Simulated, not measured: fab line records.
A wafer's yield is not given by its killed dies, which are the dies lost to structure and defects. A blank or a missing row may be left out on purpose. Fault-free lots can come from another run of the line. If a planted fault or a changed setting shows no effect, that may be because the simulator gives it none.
The tool behind it: which one? -- flow nand_harc -- 42 wafers from 14 lots sampled at 6 of the route's 1302 steps

== WHAT EACH GAUGE READ, for each wafer ==
NHARC_A_DECK1_JOINT_INSPECT_05. Usual: raw_defect_count at 299, with a standard deviation of 100.
lot,measured,on,raw_defect_count,flag
L732,day 12 15:26,defect_inspect-01,350 219 323,
L733,day 13 09:22,defect_inspect-02,150 249 171,
L735,day 13 21:46,defect_inspect-01,177 310 190,
L736,day 13 21:46,defect_inspect-02,327 506 475,
L734,day 13 21:57,defect_inspect-02,326 279 373,
L738,day 15 04:54,defect_inspect-01,137 182 236,
L742,day 17 10:01,defect_inspect-01,198 379 268,
L743,day 17 17:56,defect_inspect-02,207 247 299,
L744,day 17 22:22,defect_inspect-01,342 366 370,
L749,day 19 18:16,defect_inspect-02,287 304 204,
L751,day 20 20:10,defect_inspect-02,314 253 270,
L753,day 21 09:56,defect_inspect-02,157 280 225,
L752,day 21 10:07,defect_inspect-02,204 399 202,
L754,day 22 09:16,defect_inspect-01,378 354 344,

NHARC_A_ONON_D2_THK_MEAS_18: measures by ellipsometry. Usual: thk_nm at 1001 nm, with a standard deviation of 12.
lot,measured,on,thk_nm (nm),flag
L732,day 13 01:41,film_metro-01,1021 1018 1020,
L733,day 13 23:37,film_metro-01,992 992 992,
L735,day 14 08:45,film_metro-02,987 988 987,
L736,day 14 08:44,film_metro-01,1028 1029 1028,
L734,day 14 09:06,film_metro-02,986 984 984,
L738,day 15 17:13,film_metro-02,984 984 984,
L742,day 17 20:11,film_metro-02,1010 1010 767,OFF
L743,day 18 04:29,film_metro-02,999 1001 1002,
L744,day 18 09:17,film_metro-01,755 999 756,OFF
L749,day 20 04:55,film_metro-01,992 994 993,
L751,day 21 06:45,film_metro-02,1000 1000 997,
L753,day 21 20:44,film_metro-01,1000 1000 1000,
L752,day 21 20:28,film_metro-01,1010 1010 1009,
L754,day 22 20:46,film_metro-01,1019 1017 1019,

NHARC_END_SORT_01. Usual: killed_at_array 56, standard deviation 19; killed_at_other 1.0, standard deviation 1.3; killed_at_periphery 3.8, standard deviation 2.2; killed_dies 61, standard deviation 19; killed_open 3.1, standard deviation 1.9; killed_short 2.3, standard deviation 1.5.
lot,measured,on,killed_at_array,killed_at_other,killed_at_periphery,killed_dies,killed_open,killed_short,flag
L732,day 24 20:38,prober-01,67 65 60,1 4 2,2 2 3,70 71 65,2 4 4,2 0 6,
L733,day 25 09:32,prober-02,32 19 25,3 0 0,6 10 7,41 29 32,8 2 6,5 4 1,
L735,day 25 18:56,prober-02,88 73 74,0 3 0,2 0 6,90 76 80,3 2 5,4 5 2,
L736,day 26 00:35,prober-01,43 49 45,0 4 0,4 5 3,47 58 48,3 3 1,1 3 2,
L734,day 26 02:43,prober-02,57 43 45,0 0 0,5 2 6,62 45 51,4 2 2,1 3 1,
L738,day 27 10:25,prober-02,76 79 79,0 0 1,5 6 7,81 85 87,2 0 2,2 4 2,
L742,day 29 05:44,prober-02,71 60 673,0 0 2,4 0 2,75 60 677,2 2 2,3 2 2,OFF
L743,day 29 09:46,prober-01,24 23 15,1 1 0,3 4 4,28 28 19,2 2 4,3 2 2,
L744,day 30 05:26,prober-02,666 75 672,6 0 4,5 5 1,677 80 677,1 2 6,5 5 2,OFF
L749,day 32 00:27,prober-02,30 32 37,1 0 0,2 2 0,33 34 37,4 1 4,0 0 2,
L751,day 32 09:05,prober-02,32 37 37,0 2 3,7 4 4,39 43 44,2 4 6,2 4 4,
L753,day 33 03:59,prober-01,45 45 50,2 3 2,4 5 1,51 53 53,2 3 2,5 3 3,
L752,day 33 05:19,prober-02,52 78 48,1 0 1,0 1 6,53 79 55,2 9 2,2 2 1,
L754,day 34 11:44,prober-02,70 73 84,0 1 3,2 3 1,72 77 88,1 3 5,0 5 3,

== EACH LOT AND THE TOOL THAT RAN IT (in order: tool; ch and the chambers of the sampled wafers; start) ==
lot,NHARC_A_DECK1_JOINT_CMP_02,NHARC_A_ONON_D2_DEP_16,NHARC_A_CHANNEL_HOLE_D2_DEP_00
L732,"cmp-04 ch 0,1,3, day 12 14:44","pecvd_onon-01 ch 0, day 13 01:11","acl_dep-01 ch 0, day 13 07:39"
L733,"cmp-04 ch 0,2,3, day 13 08:43","pecvd_onon-04 ch 0, day 13 23:07","acl_dep-03 ch 0, day 14 06:59"
L735,"cmp-02 ch 0,1,2, day 13 21:04","pecvd_onon-02 ch 0, day 14 08:21","acl_dep-03 ch 0, day 14 15:43"
L736,"cmp-03 ch 1,3, day 13 21:04","pecvd_onon-01 ch 0, day 14 08:14","acl_dep-01 ch 0, day 14 15:16"
L734,"cmp-03 ch 1,2,3, day 13 21:17","pecvd_onon-01 ch 0, day 14 08:42","acl_dep-02 ch 0, day 14 16:32"
L738,"cmp-02 ch 0,1,3, day 15 04:13","pecvd_onon-01 ch 0, day 15 16:50","acl_dep-02 ch 0, day 15 20:44"
L742,"cmp-04 ch 1,2, day 17 09:14","pecvd_onon-01 ch 0, day 17 19:50","acl_dep-01 ch 0, day 18 00:01"
L743,"cmp-03 ch 0,1,2, day 17 17:19","pecvd_onon-04 ch 0, day 18 04:01","acl_dep-03 ch 0, day 18 07:41"
L744,"cmp-02 ch 0,1,3, day 17 21:41","pecvd_onon-01 ch 0, day 18 08:50","acl_dep-01 ch 0, day 18 13:35"
L749,"cmp-04 ch 0,2, day 19 17:25","pecvd_onon-04 ch 0, day 20 04:31","acl_dep-01 ch 0, day 20 08:54"
L751,"cmp-03 ch 1,2,3, day 20 19:31","pecvd_onon-02 ch 0, day 21 06:25","acl_dep-01 ch 0, day 21 10:34"
L753,"cmp-02 ch 0,2, day 21 09:14","pecvd_onon-02 ch 0, day 21 20:13","acl_dep-03 ch 0, day 22 00:19"
L752,"cmp-03 ch 1,3, day 21 09:16","pecvd_onon-01 ch 0, day 21 20:01","acl_dep-01 ch 0, day 22 00:28"
L754,"cmp-02 ch 1,2,3, day 22 08:34","pecvd_onon-01 ch 0, day 22 20:16","acl_dep-01 ch 0, day 23 05:07"
- NHARC_A_DECK1_JOINT_CMP_02: polishes SiOx.
- NHARC_A_ONON_D2_DEP_16: target thk 1000 nm.
- NHARC_A_CHANNEL_HOLE_D2_DEP_00: deposits aC, target thk 3100 nm.

== WHAT THE TOOLS THEMSELVES READ (means of the sampled wafers that have a number; where no wafer has one, the mark that the record gives instead) ==
NHARC_A_DECK1_JOINT_CMP_02. Usual: motor_current_A at 11.9 A, with a standard deviation of 0.93.
lot,tool,motor_current_A (A),flag
L732,cmp-04,11.3,
L733,cmp-04,12.3,
L735,cmp-02,12.6,
L736,cmp-03,12.1,
L734,cmp-03,12.2,
L738,cmp-02,11.7,
L742,cmp-04,12.1,
L743,cmp-03,11.5,
L744,cmp-02,11.4,
L749,cmp-04,12.2,
L751,cmp-03,12.1,
L753,cmp-02,13.2,
L752,cmp-03,12.6,
L754,cmp-02,11.7,

NHARC_A_CHANNEL_HOLE_D2_DEP_00. Usual: throttle_valve_pct at 35.000 %, with a standard deviation of 0.0087.
lot,tool,throttle_valve_pct (%),flag
L732,acl_dep-01,35.007,
L733,acl_dep-03,34.999,
L735,acl_dep-03,35.000,
L736,acl_dep-01,35.005,
L734,acl_dep-02,34.987,
L738,acl_dep-02,35.003,
L742,acl_dep-01,34.998,
L743,acl_dep-03,34.999,
L744,acl_dep-01,34.989,
L749,acl_dep-01,34.998,
L751,acl_dep-01,35.002,
L753,acl_dep-03,34.997,
L752,acl_dep-01,35.002,
L754,acl_dep-01,35.008,

== THE ANSWER, worked out from the rows above alone ==
Rule: lot off if the mean of its wafers having a number is beyond 3 standard deviations from the usual mean. A lot without any number at a reading at which 4 lots or more have one is off too. Any other lot the step has rows for is counted as sound. The gauges are gone through in route order, then the tools' own readings, and for those a lot's mean is taken as printed above. At the first step where some lot is off, the reading lying furthest off is the one used; lots without a number count as furthest.
Off: L742, L744 (NHARC_A_ONON_D2_THK_MEAS_18, thk_nm).
If a tool, at a process step before that reading, ran all the lots that are off and no sound lot after the first of them, it fits. Not tried: the gauges at NHARC_A_ONON_D2_THK_MEAS_18; whatever is off there is also off at NHARC_END_SORT_01, on other tools, and gauge error can't account for it. None of those tried fits.

== WHAT THE SIMULATOR HAD INSERTED ==
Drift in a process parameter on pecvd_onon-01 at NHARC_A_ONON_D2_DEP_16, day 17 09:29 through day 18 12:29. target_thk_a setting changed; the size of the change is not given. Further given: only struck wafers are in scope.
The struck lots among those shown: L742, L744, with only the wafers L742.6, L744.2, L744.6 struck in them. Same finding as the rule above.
